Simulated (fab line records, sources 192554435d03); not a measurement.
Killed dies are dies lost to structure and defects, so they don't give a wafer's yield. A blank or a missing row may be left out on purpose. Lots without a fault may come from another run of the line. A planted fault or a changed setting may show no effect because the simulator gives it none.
Which tool did it? | flow n5_finfet | 9 lots, 27 wafers sampled, at 5 steps of a route of 1938

WHAT THE GAUGES READ, wafer by wafer
N5_BEOL_M4_RC_MEAS_101. Usual: DIBL_N 35.9 mV/V, standard deviation 1.3; DIBL_P 35.9 mV/V, standard deviation 1.5; IOFF_N 0.152 nA/um, standard deviation 0.023; IOFF_P 0.204 nA/um, standard deviation 0.027; ION_N 673 uA/um, standard deviation 9.2; ION_P 462 uA/um, standard deviation 6.7; SS_N 71.4 mV/dec, standard deviation 0.48; SS_P 73.2 mV/dec, standard deviation 0.55; VT_N 250.3 mV, standard deviation 2.6; VT_P -250.6 mV, standard deviation 3.
lot  | measured     | on        | DIBL_N (mV/V)  | DIBL_P (mV/V)  | IOFF_N (nA/um)    | IOFF_P (nA/um)    | ION_N (uA/um) | ION_P (uA/um) | SS_N (mV/dec)  | SS_P (mV/dec)  | VT_N (mV)         | VT_P (mV)            | flag
L735 | day 8 12:53  | prober-02 | 35.2 37.0 37.2 | 35.1 38.1 37.3 | 0.120 0.155 0.149 | 0.163 0.207 0.193 | 662 671 659   | 455 468 450   | 70.9 71.2 71.6 | 72.3 72.6 73.2 | 255.4 251.9 250.1 | -253.8 -251.8 -251.3 |
L736 | day 8 18:44  | prober-01 | 35.9 35.3 34.9 | 36.2 35.8 36.1 | 0.177 0.163 0.159 | 0.208 0.198 0.204 | 682 679 676   | 458 459 464   | 71.3 71.8 70.8 | 73.9 73.7 73.1 | 246.9 248.9 248.7 | -250.4 -251.5 -252.7 |
L739 | day 9 21:12  | prober-01 | 36.6 35.3 37.3 | 36.6 34.7 38.1 | 0.135 0.122 0.162 | 0.175 0.159 0.214 | 670 676 685   | 456 453 469   | 71.2 70.6 71.8 | 72.8 72.6 73.6 | 253.0 253.1 251.9 | -253.4 -254.0 -250.3 |
L742 | day 11 00:04 | prober-02 | 34.9 34.8 34.8 | 35.7 33.9 34.9 | 0.133 0.126 0.130 | 0.189 0.161 0.178 | 680 670 668   | 467 454 462   | 71.8 71.0 71.0 | 73.1 73.6 72.1 | 252.7 253.6 253.5 | -250.8 -254.7 -252.7 |
L744 | day 12 03:04 | prober-02 | 35.7 35.0 35.9 | 35.5 35.2 36.2 | 0.134 0.127 0.143 | 0.188 0.198 0.209 | 669 665 681   | 455 460 461   | 71.1 70.7 71.7 | 72.7 72.8 73.8 | 249.5 251.2 248.9 | -249.6 -248.8 -248.1 |
L746 | day 12 02:16 | prober-01 | 35.2 32.5 35.8 | 36.2 33.7 36.4 | 0.158 0.120 0.160 | 0.216 0.180 0.222 | 679 670 671   | 469 462 462   | 71.9 70.6 71.1 | 72.9 72.4 73.5 | 250.1 252.9 251.2 | -248.2 -250.1 -248.6 |
L748 | day 12 10:53 | prober-02 | 36.3 36.9 38.0 | 33.9 34.5 36.4 | 0.147 0.148 0.184 | 0.227 0.227 0.275 | 669 678 692   | 472 467 477   | 71.5 71.1 71.6 | 72.4 73.4 73.6 | 248.6 251.3 247.6 | -244.2 -247.5 -243.5 |
L754 | day 13 17:34 | prober-01 | 36.5 35.8 36.6 | 36.4 35.8 36.5 | 0.174 0.162 0.175 | 0.228 0.218 0.242 | 688 681 676   | 471 469 470   | 71.9 72.0 71.1 | 72.9 72.9 72.5 | 246.3 248.6 245.3 | -248.1 -249.2 -245.8 |
L756 | day 14 01:35 | prober-02 | 35.1 35.3 35.1 | 35.8 37.1 36.6 | 0.128 0.134 0.138 | 0.167 0.183 0.171 | 669 667 672   | 455 455 456   | 71.1 71.7 71.8 | 73.3 73.4 73.2 | 255.3 253.0 252.9 | -254.2 -252.3 -257.5 |

WHICH TOOL RAN EACH LOT (tool, then ch and the chambers of the sampled wafers, then the start)
lot  | N5_HKMG_FIN_ALD_75              | N5_HKMG_FIN_ETCH_54               | N5_HKMG_FIN_ETCH_55               | N5_HKMG_FIN_CVD_62
L735 | ald_hk-03 ch 1,2,3, day 4 00:16 | rie_diel-04 ch 0,1,2, day 4 00:52 | rie_diel-04 ch 0,1,2, day 4 00:55 | thermal_cvd_si-02 ch 0,1,2, day 4 02:33
L736 | ald_hk-02 ch 0,2,3, day 4 06:10 | rie_diel-02 ch 0,1, day 4 07:15   | rie_diel-02 ch 0,1, day 4 07:18   | thermal_cvd_si-01 ch 0,1, day 4 08:58
L739 | ald_hk-02 ch 2,3, day 5 00:40   | rie_diel-04 ch 1,2,3, day 5 01:17 | rie_diel-04 ch 1,2,3, day 5 01:21 | thermal_cvd_si-02 ch 1,2, day 5 03:02
L742 | ald_hk-03 ch 0,1,2, day 5 21:50 | rie_diel-02 ch 0,1, day 5 22:25   | rie_diel-02 ch 0,1, day 5 22:29   | thermal_cvd_si-01 ch 0,1, day 6 00:07
L744 | ald_hk-03 ch 0,1, day 6 09:54   | rie_diel-04 ch 1,2,3, day 6 10:22 | rie_diel-04 ch 1,2,3, day 6 10:25 | thermal_cvd_si-01 ch 1,2, day 6 12:04
L746 | ald_hk-03 ch 1,2, day 7 00:19   | rie_diel-04 ch 1,2,3, day 7 00:54 | rie_diel-04 ch 1,2,3, day 7 00:58 | thermal_cvd_si-01 ch 0,1,2, day 7 02:36
L748 | ald_hk-03 ch 1,2, day 7 10:25   | rie_diel-04 ch 0,3, day 7 11:00   | rie_diel-04 ch 0,3, day 7 11:04   | thermal_cvd_si-01 ch 0,2, day 7 12:42
L754 | ald_hk-02 ch 0,1,2, day 8 15:40 | rie_diel-04 ch 1,2, day 8 16:19   | rie_diel-04 ch 1,2, day 8 16:23   | thermal_cvd_si-01 ch 0,2, day 8 18:01
L756 | ald_hk-03 ch 1,2, day 9 04:30   | rie_diel-04 ch 1,2, day 9 05:05   | rie_diel-04 ch 1,2, day 9 05:09   | thermal_cvd_si-01 ch 0,1,2, day 9 06:47
- N5_HKMG_FIN_ALD_75: deposits Al2O3, target thk 1 nm, co reactant pulse time 1 s.
- N5_HKMG_FIN_ETCH_54: etches SiARC in CF4, target depth 45.5 nm, time 75.8 s.
- N5_HKMG_FIN_ETCH_55: etches SOC in N2/H2, target depth 240 nm, time 300 s.
- N5_HKMG_FIN_CVD_62: deposits a-Si from Si2H6, target thk 3 nm, time 20.8 s.

WHAT THE TOOLS THEMSELVES READ (means of the sampled wafers that have a number; where no wafer has one, the mark that the record gives instead)
N5_HKMG_FIN_ALD_75. Usual: heater_power_w 156 W, standard deviation 21; precursor_pulse_height_rel 1.001, standard deviation 0.019.
lot  | tool      | heater_power_w (W) | precursor_pulse_height_rel | flag
L735 | ald_hk-03 | 152                | 1.008                      |
L736 | ald_hk-02 | 173                | 1.021                      |
L739 | ald_hk-02 | 172                | 0.998                      |
L742 | ald_hk-03 | 153                | 1.013                      |
L744 | ald_hk-03 | 138                | 1.011                      |
L746 | ald_hk-03 | 173                | 0.990                      |
L748 | ald_hk-03 | 168                | 0.996                      |
L754 | ald_hk-02 | 177                | 1.003                      |
L756 | ald_hk-03 | 171                | 1.007                      |

N5_HKMG_FIN_ETCH_54. Usual: cf4_flow_sccm 100.03 sccm, standard deviation 0.28; drypump_motor_current_A 5.9 A, standard deviation 0.33; etch_rf_on_time_s 75.6 s, standard deviation 1; oes_product_au 0.69 a.u., standard deviation 0.072; rf_vpp_V 184.3 V, standard deviation 1.4; showerhead_plenum_p_Torr 2.16 Torr, standard deviation 0.092; throttle_valve_pct 15.53 %, standard deviation 0.18.
lot  | tool        | cf4_flow_sccm (sccm) | drypump_motor_current_A (A) | etch_rf_on_time_s (s) | oes_product_au (a.u.) | rf_vpp_V (V) | showerhead_plenum_p_Torr (Torr) | throttle_valve_pct (%) | flag
L735 | rie_diel-04 | 99.91                | 6.2                         | 75.1                  | 0.76                  | 183.5        | 2.15                            | 15.46                  |
L736 | rie_diel-02 | 100.04               | 5.4                         | 74.3                  | 0.78                  | 185.7        | 2.27                            | 15.30                  |
L739 | rie_diel-04 | 100.00               | 6.1                         | 75.6                  | 0.69                  | 183.9        | 2.09                            | 15.53                  |
L742 | rie_diel-02 | 99.96                | 5.3                         | 75.7                  | 0.75                  | 185.9        | 2.27                            | 15.34                  |
L744 | rie_diel-04 | 100.08               | 6.1                         | 75.0                  | 0.68                  | 182.8        | 2.09                            | 15.56                  |
L746 | rie_diel-04 | 100.21               | 6.0                         | 75.7                  | 0.67                  | 183.3        | 2.09                            | 15.58                  |
L748 | rie_diel-04 | 100.17               | 6.1                         | 74.2                  | 0.68                  | 184.5        | 2.17                            | 15.46                  |
L754 | rie_diel-04 | 100.20               | 6.1                         | 75.3                  | 0.70                  | 183.1        | 2.07                            | 15.67                  |
L756 | rie_diel-04 | 99.94                | 6.1                         | 75.8                  | 0.65                  | 182.8        | 2.05                            | 15.61                  |

N5_HKMG_FIN_ETCH_55. Usual: drypump_motor_current_A 6.0 A, standard deviation 0.34; oes_product_au 0.80 a.u., standard deviation 0.086; rf_vpp_V 524 V, standard deviation 3.3; showerhead_plenum_p_Torr 2.56 Torr, standard deviation 0.11; throttle_valve_pct 17.77 %, standard deviation 0.18.
lot  | tool        | drypump_motor_current_A (A) | oes_product_au (a.u.) | rf_vpp_V (V) | showerhead_plenum_p_Torr (Torr) | throttle_valve_pct (%) | flag
L735 | rie_diel-04 | 6.2                         | 0.89                  | 523          | 2.54                            | 17.68                  |
L736 | rie_diel-02 | 5.4                         | 0.92                  | 529          | 2.71                            | 17.58                  |
L739 | rie_diel-04 | 6.1                         | 0.81                  | 521          | 2.48                            | 17.78                  |
L742 | rie_diel-02 | 5.4                         | 0.88                  | 528          | 2.70                            | 17.58                  |
L744 | rie_diel-04 | 6.1                         | 0.79                  | 522          | 2.47                            | 17.80                  |
L746 | rie_diel-04 | 6.1                         | 0.79                  | 522          | 2.47                            | 17.81                  |
L748 | rie_diel-04 | 6.1                         | 0.80                  | 525          | 2.58                            | 17.72                  |
L754 | rie_diel-04 | 6.1                         | 0.82                  | 522          | 2.46                            | 17.88                  |
L756 | rie_diel-04 | 6.1                         | 0.76                  | 520          | 2.43                            | 17.80                  |

N5_HKMG_FIN_CVD_62. Usual: heater_power_w 1455 W, standard deviation 200; susceptor_temp_C 500.04 C, standard deviation 0.27.
lot  | tool              | heater_power_w (W) | susceptor_temp_C (C) | flag
L735 | thermal_cvd_si-02 | 1612               | 500.23               |
L736 | thermal_cvd_si-01 | 1205               | 499.72               |
L739 | thermal_cvd_si-02 | 1595               | 500.03               |
L742 | thermal_cvd_si-01 | 1174               | 500.25               |
L744 | thermal_cvd_si-01 | 1358               | 500.22               |
L746 | thermal_cvd_si-01 | 1286               | 500.17               |
L748 | thermal_cvd_si-01 | 1313               | 500.09               |
L754 | thermal_cvd_si-01 | 1290               | 495.03               | OFF
L756 | thermal_cvd_si-01 | 1268               | 495.23               | OFF

THE ANSWER, worked out from the rows above alone
Rule: a lot is off if the mean of its wafers that have a number lies more than 3 standard deviations from the usual mean. A lot without any number at a reading at which 4 lots or more have one is off too. The other lots that the step has rows for count as sound. The gauges are gone through in route order, then the tools' own readings, and for those a lot's mean is taken as printed above. The first step at which some lot is off is used, and at that step the reading that is off furthest; a lot without a number counts as furthest.
Off: L754, L756, at N5_HKMG_FIN_CVD_62 (susceptor_temp_C).
A tool fits if, at that step or a process step before it, it ran every lot that is off, and no sound lot after the first of them. Can't be told from this: 2 tools fit, rie_diel-04 at N5_HKMG_FIN_ETCH_54 and N5_HKMG_FIN_ETCH_55, thermal_cvd_si-01 at N5_HKMG_FIN_CVD_62.

WHAT THE SIMULATOR HAD PUT IN
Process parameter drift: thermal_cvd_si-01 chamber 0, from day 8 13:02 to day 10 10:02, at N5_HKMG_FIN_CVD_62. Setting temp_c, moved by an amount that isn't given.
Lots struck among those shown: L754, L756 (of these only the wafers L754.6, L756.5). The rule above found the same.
